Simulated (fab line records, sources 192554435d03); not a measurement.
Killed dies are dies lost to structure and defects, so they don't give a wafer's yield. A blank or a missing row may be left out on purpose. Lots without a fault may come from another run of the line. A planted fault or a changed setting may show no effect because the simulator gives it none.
Which tool did it? | flow n5_finfet | 24 lots, 72 wafers sampled, at 5 steps of a route of 1938

WHAT THE GAUGES READ, wafer by wafer
N5_BEOL_M0_OCD_MEAS_108.
lot  | measured     | on     | trench_depth_nm (nm)
L074 | day 5 23:41  | ocd-02 | 32.4 33.6 32.3
L075 | day 6 01:47  | ocd-01 | 33.5 33.1 31.6
L076 | day 6 09:11  | ocd-01 | 32.7 33.5 33.4
L077 | day 6 16:53  | ocd-01 | 32.8 32.6 31.7
L078 | day 6 22:33  | ocd-02 | 32.1 32.9 32.6
L079 | day 7 05:04  | ocd-01 | 32.2 32.6 31.6
L080 | day 7 07:07  | ocd-02 | 31.7 32.1 32.2
L081 | day 7 17:21  | ocd-01 | 32.6 33.2 31.9
L082 | day 8 00:56  | ocd-01 | 33.3 33.7 33.7
L083 | day 8 04:39  | ocd-01 | 32.6 34.0 31.4
L084 | day 8 15:30  | ocd-02 | 31.7 33.1 32.8
L085 | day 8 22:11  | ocd-01 | 31.5 33.6 33.6
L086 | day 9 01:49  | ocd-02 | 32.7 34.1 33.1
L087 | day 9 05:53  | ocd-01 | 33.4 33.1 33.5
L088 | day 9 08:53  | ocd-02 | 32.3 32.5 33.2
L089 | day 9 19:08  | ocd-02 | 33.0 32.2 33.8
L090 | day 9 22:29  | ocd-02 | 33.5 32.9 31.8
L091 | day 10 04:34 | ocd-02 | 32.3 31.6 32.8
L092 | day 10 07:07 | ocd-02 | 32.6 31.8 32.7
L093 | day 10 13:29 | ocd-02 | 33.3 33.4 32.7
L094 | day 10 18:52 | ocd-02 | 33.3 33.6 32.7
L095 | day 11 02:47 | ocd-01 | 34.6 32.6 33.3
L096 | day 11 06:12 | ocd-02 | 34.4 33.0 32.1
L097 | day 11 16:19 | ocd-02 | 33.3 32.3 32.0

N5_BEOL_M0_RS_MEAS_126: measures by four-point-probe.
lot  | measured     | on            | M0_RS (ohm/sq)
L074 | day 6 03:30  | film_metro-01 | 0.555 0.569 0.557
L075 | day 6 04:46  | film_metro-01 | 0.545 0.538 0.512
L076 | day 6 13:10  | film_metro-01 | 0.534 0.506 0.521
L077 | day 6 20:00  | film_metro-02 | 0.515 0.493 0.506
L078 | day 7 02:46  | film_metro-01 | 0.517 0.502 0.538
L079 | day 7 07:32  | film_metro-02 | 0.553 0.532 0.548
L080 | day 7 10:47  | film_metro-02 | 0.515 0.504 0.503
L081 | day 7 21:41  | film_metro-01 | 0.538 0.510 0.494
L082 | day 8 05:41  | film_metro-01 | 0.528 0.534 0.517
L083 | day 8 08:16  | film_metro-01 | 0.540 0.533 0.540
L084 | day 8 18:05  | film_metro-01 | 0.565 0.552 0.526
L085 | day 9 02:45  | film_metro-02 | 0.607 0.545 0.600
L086 | day 9 04:46  | film_metro-01 | 0.513 0.522 0.504
L087 | day 9 09:43  | film_metro-02 | 0.542 0.524 0.526
L088 | day 9 11:53  | film_metro-01 | 0.563 0.561 0.556
L089 | day 9 22:04  | film_metro-02 | 0.546 0.546 0.545
L090 | day 10 01:17 | film_metro-01 | 0.558 0.527 0.525
L091 | day 10 07:35 | film_metro-02 | 0.553 0.523 0.515
L092 | day 10 10:01 | film_metro-02 | 0.549 0.531 0.527
L093 | day 10 18:06 | film_metro-01 | 0.570 0.574 0.536
L094 | day 10 21:44 | film_metro-02 | 0.530 0.508 0.500
L095 | day 11 07:19 | film_metro-02 | 0.560 0.543 0.517
L096 | day 11 08:49 | film_metro-02 | 0.552 0.538 0.529
L097 | day 11 19:40 | film_metro-01 | 0.553 0.564 0.553

WHICH TOOL RAN EACH LOT (tool, then ch and the chambers of the sampled wafers, then the start)
lot  | N5_BEOL_M0_SAQP_STRIP_75           | N5_BEOL_M0_PRE_CLEAN_113     | N5_BEOL_M0_SPUTTER_132
L074 | rie_diel-04 ch 0,2, day 5 22:12    | pvd_sputter-01, day 6 01:28  | pvd_sputter-03, day 6 02:10
L075 | rie_diel-04 ch 0,2,3, day 5 23:44  | pvd_sputter-02, day 6 02:28  | pvd_sputter-03, day 6 03:17
L076 | rie_diel-02 ch 0,1,3, day 6 07:15  | pvd_sputter-03, day 6 10:13  | pvd_sputter-02, day 6 11:28
L077 | rie_diel-05 ch 2,3, day 6 14:17    | pvd_sputter-01, day 6 17:47  | pvd_sputter-01, day 6 18:29
L078 | rie_diel-04 ch 0,1, day 6 20:42    | pvd_sputter-03, day 6 23:17  | pvd_sputter-03, day 7 00:04
L079 | rie_diel-04 ch 0,1, day 7 03:53    | pvd_sputter-02, day 7 05:37  | pvd_sputter-02, day 7 06:14
L080 | rie_diel-04 ch 0,1,2, day 7 05:35  | pvd_sputter-03, day 7 07:26  | pvd_sputter-02, day 7 09:30
L081 | rie_diel-02 ch 0,3, day 7 15:48    | pvd_sputter-01, day 7 17:47  | pvd_sputter-03, day 7 20:16
L082 | rie_diel-02 ch 0,2,3, day 7 21:44  | pvd_sputter-01, day 8 03:31  | pvd_sputter-01, day 8 04:24
L083 | rie_diel-02 ch 0,2, day 8 00:37    | pvd_sputter-02, day 8 06:02  | pvd_sputter-02, day 8 06:58
L084 | rie_diel-05 ch 0,2, day 8 13:18    | pvd_sputter-02, day 8 16:08  | pvd_sputter-03, day 8 16:46
L085 | rie_diel-05 ch 0,2,3, day 8 15:51  | pvd_sputter-03, day 9 00:38  | pvd_sputter-02, day 9 01:28
L086 | rie_diel-02 ch 1,2,3, day 8 23:16  | pvd_sputter-03, day 9 02:34  | pvd_sputter-03, day 9 03:26
L087 | rie_diel-02 ch 1,2,3, day 9 04:01  | pvd_sputter-02, day 9 07:29  | pvd_sputter-01, day 9 08:25
L088 | rie_diel-02 ch 1,2,3, day 9 07:45  | pvd_sputter-01, day 9 09:55  | pvd_sputter-02, day 9 10:36
L089 | rie_diel-04 ch 2,3, day 9 17:15    | pvd_sputter-03, day 9 19:49  | pvd_sputter-02, day 9 20:38
L090 | rie_diel-04 ch 1,3, day 9 19:13    | pvd_sputter-03, day 9 23:01  | pvd_sputter-03, day 10 00:00
L091 | rie_diel-02 ch 0,1,2, day 10 01:25 | pvd_sputter-02, day 10 05:34 | pvd_sputter-02, day 10 06:17
L092 | rie_diel-04 ch 2,3, day 10 05:43   | pvd_sputter-01, day 10 07:36 | pvd_sputter-02, day 10 08:43
L093 | rie_diel-05 ch 1,2,3, day 10 10:38 | pvd_sputter-01, day 10 14:11 | pvd_sputter-01, day 10 16:49
L094 | rie_diel-04 ch 2,3, day 10 16:47   | pvd_sputter-02, day 10 19:28 | pvd_sputter-03, day 10 20:27
L095 | rie_diel-04 ch 2,3, day 11 00:56   | pvd_sputter-03, day 11 04:08 | pvd_sputter-01, day 11 06:01
L096 | rie_diel-02 ch 1,2,3, day 11 04:04 | pvd_sputter-03, day 11 06:40 | pvd_sputter-01, day 11 07:32
L097 | rie_diel-02 ch 0,1, day 11 08:00   | pvd_sputter-02, day 11 17:32 | pvd_sputter-03, day 11 18:15
- N5_BEOL_M0_SAQP_STRIP_75: strips in CF4.
- N5_BEOL_M0_PRE_CLEAN_113: time 30 s.
- N5_BEOL_M0_SPUTTER_132: material Cu, target thk 4 nm, time 7.37 s.

WHAT THE TOOLS THEMSELVES READ (means of the sampled wafers that have a number; where no wafer has one, the mark that the record gives instead)
N5_BEOL_M0_SAQP_STRIP_75.
lot  | tool        | cf4_flow_sccm (sccm) | drypump_motor_current_A (A) | oes_product_au (a.u.) | rf_vpp_V (V) | showerhead_plenum_p_Torr (Torr) | throttle_valve_pct (%)
L074 | rie_diel-04 | 149.9                | 5.6                         | 0.161                 | 272.6        | 1.84                            | 13.75
L075 | rie_diel-04 | 150.3                | 5.5                         | 0.158                 | 270.7        | 1.80                            | 13.75
L076 | rie_diel-02 | 150.1                | 5.9                         | 0.168                 | 271.3        | 1.76                            | 13.77
L077 | rie_diel-05 | 149.9                | 6.4                         | 0.198                 | 271.4        | 1.75                            | 13.46
L078 | rie_diel-04 | 150.0                | 5.3                         | 0.156                 | 272.0        | 1.85                            | 13.75
L079 | rie_diel-04 | 149.9                | 5.3                         | 0.160                 | 272.2        | 1.85                            | 13.77
L080 | rie_diel-04 | 149.6                | 5.5                         | 0.157                 | 272.5        | 1.84                            | 13.76
L081 | rie_diel-02 | 150.2                | 6.0                         | 0.171                 | 269.8        | 1.75                            | 13.71
L082 | rie_diel-02 | 150.7                | 6.0                         | 0.177                 | 270.3        | 1.77                            | 13.77
L083 | rie_diel-02 | 150.0                | 5.6                         | 0.173                 | 269.7        | 1.74                            | 13.81
L084 | rie_diel-05 | 149.6                | 5.8                         | 0.182                 | 271.7        | 1.82                            | 13.56
L085 | rie_diel-05 | 150.2                | 6.1                         | 0.190                 | 271.2        | 1.79                            | 13.53
L086 | rie_diel-02 | 149.8                | 6.5                         | 0.200                 | 270.6        | 1.79                            | 13.62
L087 | rie_diel-02 | 150.0                | 6.4                         | 0.200                 | 271.2        | 1.79                            | 13.62
L088 | rie_diel-02 | 149.9                | 6.5                         | 0.191                 | 271.0        | 1.79                            | 13.64
L089 | rie_diel-04 | 149.9                | 5.5                         | 0.192                 | 273.8        | 1.89                            | 13.31
L090 | rie_diel-04 | 149.8                | 5.4                         | 0.192                 | 273.5        | 1.89                            | 13.31
L091 | rie_diel-02 | 150.0                | 6.0                         | 0.205                 | 272.1        | 1.83                            | 13.50
L092 | rie_diel-04 | 149.7                | 5.6                         | 0.178                 | 272.1        | 1.86                            | 13.49
L093 | rie_diel-05 | 150.0                | 6.1                         | 0.186                 | 269.5        | 1.74                            | 13.52
L094 | rie_diel-04 | 150.0                | 5.6                         | 0.173                 | 273.0        | 1.86                            | 13.52
L095 | rie_diel-04 | 149.6                | 5.6                         | 0.191                 | 273.5        | 1.88                            | 13.34
L096 | rie_diel-02 | 149.7                | 6.4                         | 0.193                 | 271.0        | 1.79                            | 13.66
L097 | rie_diel-02 | 150.1                | 5.8                         | 0.208                 | 270.9        | 1.81                            | 13.36

N5_BEOL_M0_PRE_CLEAN_113.
lot  | tool           | heater_power_w (W) | susceptor_temp_C (C)
L074 | pvd_sputter-01 | 335                | 250.10
L075 | pvd_sputter-02 | 337                | 250.11
L076 | pvd_sputter-03 | 345                | 249.90
L077 | pvd_sputter-01 | 346                | 249.89
L078 | pvd_sputter-03 | 323                | 249.92
L079 | pvd_sputter-02 | 329                | 250.11
L080 | pvd_sputter-03 | 327                | 250.02
L081 | pvd_sputter-01 | 334                | 250.05
L082 | pvd_sputter-01 | 317                | 249.83
L083 | pvd_sputter-02 | 337                | 249.87
L084 | pvd_sputter-02 | 349                | 250.00
L085 | pvd_sputter-03 | 330                | 249.96
L086 | pvd_sputter-03 | 330                | 250.02
L087 | pvd_sputter-02 | 333                | 249.98
L088 | pvd_sputter-01 | 366                | 249.87
L089 | pvd_sputter-03 | 317                | 250.01
L090 | pvd_sputter-03 | 338                | 249.92
L091 | pvd_sputter-02 | 342                | 250.01
L092 | pvd_sputter-01 | 336                | 250.07
L093 | pvd_sputter-01 | 337                | 249.85
L094 | pvd_sputter-02 | 348                | 249.82
L095 | pvd_sputter-03 | 319                | 249.90
L096 | pvd_sputter-03 | 333                | 250.05
L097 | pvd_sputter-02 | 326                | 250.23

N5_BEOL_M0_SPUTTER_132.
lot  | tool           | susceptor_temp_C (C) | throttle_valve_pct (%)
L074 | pvd_sputter-03 | -20.06               | 30.3
L075 | pvd_sputter-03 | -19.98               | 30.4
L076 | pvd_sputter-02 | -20.05               | 29.3
L077 | pvd_sputter-01 | -20.08               | 30.2
L078 | pvd_sputter-03 | -19.91               | 30.1
L079 | pvd_sputter-02 | -20.01               | 29.3
L080 | pvd_sputter-02 | -20.06               | 29.2
L081 | pvd_sputter-03 | -19.96               | 31.1
L082 | pvd_sputter-01 | -19.93               | 31.0
L083 | pvd_sputter-02 | -19.92               | 29.3
L084 | pvd_sputter-03 | -20.02               | 30.1
L085 | pvd_sputter-02 | -19.95               | 28.8
L086 | pvd_sputter-03 | -20.07               | 29.6
L087 | pvd_sputter-01 | -20.05               | 30.3
L088 | pvd_sputter-02 | -19.92               | 28.9
L089 | pvd_sputter-02 | -20.00               | 29.2
L090 | pvd_sputter-03 | -20.03               | 30.1
L091 | pvd_sputter-02 | -20.06               | 29.0
L092 | pvd_sputter-02 | -20.05               | 28.8
L093 | pvd_sputter-01 | -20.02               | 30.1
L094 | pvd_sputter-03 | -20.03               | 31.1
L095 | pvd_sputter-01 | -20.02               | 30.6
L096 | pvd_sputter-01 | -19.98               | 29.9
L097 | pvd_sputter-03 | -19.94               | 30.0

THE ANSWER, worked out from the rows above alone
Rule: what is usual is taken from the lots themselves. Put in order of their means at a reading, lots are off if they are a third of the lots or fewer, leave a main group of 4 or more, and stand apart from it by a gap of 3 or more times the standard deviation of the main group's means; of several such gaps the widest counts. A main group whose means are all the same, to the digits that the tables above print for the reading, isn't used. A lot without any number at a reading at which 4 lots or more have one is off too. The other lots that the step has rows for count as sound. The gauges are gone through in route order, then the tools' own readings, and for those a lot's mean is taken as printed above. The first step at which some lot is off is used, and at that step the reading that is off furthest; a lot without a number counts as furthest.
No lot is off at any reading shown: from this, nothing can be told.

WHAT THE SIMULATOR HAD PUT IN
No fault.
